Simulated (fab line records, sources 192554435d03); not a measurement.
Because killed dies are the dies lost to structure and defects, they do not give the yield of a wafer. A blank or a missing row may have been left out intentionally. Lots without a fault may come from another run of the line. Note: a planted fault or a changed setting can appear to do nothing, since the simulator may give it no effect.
Which tool is to blame? | flow n5 finfet | 11 lots, 32 wafers sampled, at 3 steps of a route of 1938

## WHAT EACH GAUGE READ, for each wafer
N5_BEOL_M15_THK_MEAS_50: measures by xrf. Usual: for M15_THK the level is 827 nm and the standard deviation is 14.
lot  | measured     | on            | M15_THK (nm) | flag
L234 | day 12 19:28 | film metro-02 | 813 823 839  |
L235 | day 12 20:10 | film metro-02 | 847 833 833  |
L237 | day 12 22:59 | film metro-01 | 820 818 836  |
L236 | day 13 06:11 | film metro-02 | 815 820 845  |
L239 | day 13 21:09 | film metro-01 | 819 839 804  |
L240 | day 14 04:35 | film metro-02 | 841 826 845  |
L246 | day 15 13:49 | film metro-01 | 849 843 848  |
L245 | day 15 14:56 | film metro-02 | 840 848 835  |
L254 | day 17 17:35 | film metro-02 | 820 829 821  |
L255 | day 17 22:49 | film metro-02 | 818 846      |
L256 | day 18 06:08 | film metro-02 | 852 852 833  |

N5_MIM_TOP_LITHO_CD_MEAS_08 targets a cd of 2000 nm. Usual: cd nm at 2001.0 nm, with a standard deviation of 2.
lot  | measured     | on        | cd nm (nm)           | flag
L234 | day 13 04:15 | cd sem-01 | 2005.6 2001.2 2002.3 |
L235 | day 13 04:29 | cd sem-02 | 2004.6 2000.3 2001.8 |
L237 | day 13 05:58 | cd sem-02 | 2002.4 2001.6 2000.2 |
L236 | day 13 09:32 | cd sem-01 | 1999.5 2003.4 2003.3 |
L239 | day 14 00:19 | cd sem-01 | 1999.1 1999.3 1998.3 |
L240 | day 14 07:40 | cd sem-01 | 2003.4 2000.8 2000.9 |
L246 | day 15 18:31 | cd sem-01 | 2001.7 1998.2 2002.7 |
L245 | day 15 19:07 | cd sem-02 | 2000.8 2004.7 2003.3 |
L254 | day 17 22:59 | cd sem-02 | 2003.0 2001.1 2005.0 |
L255 | day 18 04:59 | cd sem-02 | 1999.7 1998.7        |
L256 | day 18 11:19 | cd sem-01 | 2001.6 2000.2 2001.6 |

## TOOL THAT RAN EACH LOT (tool first, then ch and the chambers of the sampled wafers, then the start)
lot  | N5_PASSIVATION_PECVD_00
L234 | pecvd-03 ch 0,2, day 12 20:37
L235 | pecvd-01 ch 0,2, day 12 21:19
L237 | pecvd-01 ch 0,1,2, day 13 00:08
L236 | pecvd-03 ch 0,2, day 13 07:22
L239 | pecvd-01 ch 0,2, day 13 22:17
L240 | pecvd-02 ch 0,1, day 14 05:44
L246 | pecvd-02 ch 1,2, day 15 15:01
L245 | pecvd-03 ch 0,1,2, day 15 16:05
L254 | pecvd-01 ch 0,2, day 17 18:44
L255 | pecvd-03 ch 0,2, day 18 00:13
L256 | pecvd-01 ch 0,1,2, day 18 07:16
- N5_PASSIVATION_PECVD_00: deposits SiO2 from SiH4/N2O, target thk 200 nm, time 11.2 s.

## WHAT THE TOOLS THEMSELVES READ (means of the sampled wafers that have a number; where no wafer has one, the mark that the record gives instead)
N5_PASSIVATION_PECVD_00. Usual: chamber pressure Torr 2.700 Torr, standard deviation 0.006; heater power w 634 W, standard deviation 110; rf fwd power W 598 W, standard deviation 3; showerhead plenum p Torr 8.16 Torr, standard deviation 0.1; throttle valve pct 52 %, standard deviation 3.9.
lot  | tool     | chamber pressure Torr (Torr) | heater power w (W) | rf fwd power W (W) | showerhead plenum p Torr (Torr) | throttle valve pct (%) | flag
L234 | pecvd-03 | 2.701                        | 575                | 598                | 8.19                            | 50                     |
L235 | pecvd-01 | 2.701                        | 624                | 595                | 8.13                            | 51                     |
L237 | pecvd-01 | 2.695                        | 685                | 595                | 8.13                            | 55                     |
L236 | pecvd-03 | 2.701                        | 625                | 601                | 8.20                            | 50                     |
L239 | pecvd-01 | 2.698                        | 636                | 596                | 8.25                            | 52                     |
L240 | pecvd-02 | 2.699                        | 676                | 600                | 8.17                            | 51                     |
L246 | pecvd-02 | 2.699                        | 675                | 597                | 8.16                            | 49                     |
L245 | pecvd-03 | 2.699                        | 578                | 600                | 8.16                            | 51                     |
L254 | pecvd-01 | 2.695                        | 618                | 596                | 8.12                            | 52                     |
L255 | pecvd-03 | 2.700                        | 680                | 599                | 8.18                            | 52                     |
L256 | pecvd-01 | 2.695                        | 633                | 598                | 8.14                            | 55                     |

## THE ANSWER, worked out from the rows above alone
Rule: lot off if the mean of its wafers having a number is beyond 3 standard deviations from the usual mean. Also off: a lot with no number at a reading for which 4 or more lots have one. Any other lot the step has rows for is counted as sound. The gauges are gone through in route order, then the tools' own readings, and for those a lot's mean is taken as printed above. The first step at which some lot is off is used, and at that step the reading that is off furthest; a lot without a number counts as furthest.
None of the lots is off at any reading shown; this tells nothing.

## WHAT WAS PUT IN BY THE SIMULATOR
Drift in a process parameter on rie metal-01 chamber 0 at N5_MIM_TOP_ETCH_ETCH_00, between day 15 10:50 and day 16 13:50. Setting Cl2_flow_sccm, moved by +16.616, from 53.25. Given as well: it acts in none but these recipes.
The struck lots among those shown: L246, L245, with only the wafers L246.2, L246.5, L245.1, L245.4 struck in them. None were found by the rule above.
